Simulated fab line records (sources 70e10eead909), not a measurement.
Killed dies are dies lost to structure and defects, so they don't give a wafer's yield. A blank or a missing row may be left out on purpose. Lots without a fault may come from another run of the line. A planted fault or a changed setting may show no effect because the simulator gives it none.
Struck lot and sound lot, side by side / flow nandHarc / 20 out of 1302 route steps
Sound: the wafers L931.1, L931.2, L931.5. Wafers struck: L937.1, L937.2, L937.3. The cause is given at the end.
At each step with rows: each side's tool, then ch and its chambers, then its first start. Under that, the readings that differ: sound wafers / struck wafers / difference of the means / sigmas: that difference in standard deviations of wafers without a fault.
alike: readings whose means differ by less than 2 such deviations, and words and numbers that are the same on both sides. not compared: withheld readings, readings that some wafer has no value for, bounds like >300 that may hide the same value, and numbers for which the record gives no deviation and whose values overlap.
The two part at a step that has a row with sigmas, a row that says differs or no value, or rows on one side only. Numbers that don't overlap but have no deviation are shown without sigmas and don't part them. A reading that every wafer of one side lacks parts them only if that side has two wafers or more.

NHARC_P_ZERO_WELL_CD_MEAS_37: target cd 720 nm.
  sound on cdSem-02 ch 0, day 5 18:06; struck on cdSem-03 ch 0, day 8 06:07
  alike: cdNm
then, 1 step without rows for these wafers: NHARC_P_ZERO_WELL_HARDBAKE_38 (time 80 s).
NHARC_P_ZERO_WELL_DESCUM_39: chemistry O2, time 3 s.
  sound on rieDiel-01 ch 0,2,3, day 5 18:16; struck on rieDiel-02 ch 1,2,3, day 8 06:17
  alike: drypumpMotorCurrentA, oesProductAu, rfVppV, showerheadPlenumPTorr, throttleValvePct
  not compared: rfHoursCounterH
then, 9 steps without rows for these wafers: NHARC_P_ZERO_WELL_IMPLANT_40; NHARC_P_ZERO_WELL_IMPLANT_59; NHARC_P_ZERO_WELL_IMPLANT_60; NHARC_P_ZERO_WELL_STRIP_41 (strips in SPM, time 840 s); NHARC_P_ZERO_WELL_DEHYDRATE_44 (time 120 s); NHARC_P_ZERO_WELL_HMDS_45 (time 30 s); NHARC_P_ZERO_WELL_COAT_46; NHARC_P_ZERO_WELL_SOFTBAKE_47 (time 95 s); NHARC_P_ZERO_WELL_EBR_48.
NHARC_P_ZERO_WELL_EXPOSE_49: exposes mask P HVPW, target cd 2000 nm.
  sound on krfScanner-04 ch 0, day 5 19:35; struck on krfScanner-04 ch 0, day 8 07:37
reading=mask; sound=P_HVPW#0 P_HVPW#0 P_HVPW#0; struck=P_HVPW_R1#0 P_HVPW_R1#0 P_HVPW_R1#0; difference=differs; sigmas=
  alike: focusOffsetNm
then, 2 steps without rows for these wafers: NHARC_P_ZERO_WELL_PEB_50 (peb time 85 s); NHARC_P_ZERO_WELL_DEVELOP_51 (time 70 s).
NHARC_P_ZERO_WELL_CD_MEAS_52: target cd 2000 nm.
  sound on cdSem-01 ch 0, day 5 19:44; struck on cdSem-02 ch 0, day 8 07:46
reading=cdNm (nm); sound=1997.8 1999.9 1999.1; struck=1958.6 1959.5 1959.8; difference=-39.6; sigmas=-19
then, 1 step without rows for these wafers: NHARC_P_ZERO_WELL_HARDBAKE_53 (time 80 s).
NHARC_P_ZERO_WELL_DESCUM_54: chemistry O2, time 3 s.
  sound on rieDiel-10 ch 1,2, day 5 19:54; struck on rieDiel-10 ch 0,2,3, day 8 07:57
reading=model.P_ZERO_WELL.cdNm (nm); sound=1997 1999 1998; struck=1957 1958 1959; difference=-40; sigmas=
  alike: drypumpMotorCurrentA, oesProductAu, rfVppV, showerheadPlenumPTorr, throttleValvePct
  not compared: rfHoursCounterH
after that, 1 step had no rows for these wafers: NHARC_P_ZERO_WELL_IMPLANT_55.
-- record jumps: 22 days between struck wafers' starts before vs after; left off in module P_ZERO_WELL, resumes in module END, first step shown is number 1302 of the route --
NHARC_END_SORT_01:
  here the record holds rows for the struck wafers (prober-02 ch 0, day 30 06:44) but none for the sound ones

== WHERE THEY PART ==
Earliest at NHARC_P_ZERO_WELL_EXPOSE_49; latest, in this record, at NHARC_END_SORT_01.

WHY: whatever the simulator had introduced
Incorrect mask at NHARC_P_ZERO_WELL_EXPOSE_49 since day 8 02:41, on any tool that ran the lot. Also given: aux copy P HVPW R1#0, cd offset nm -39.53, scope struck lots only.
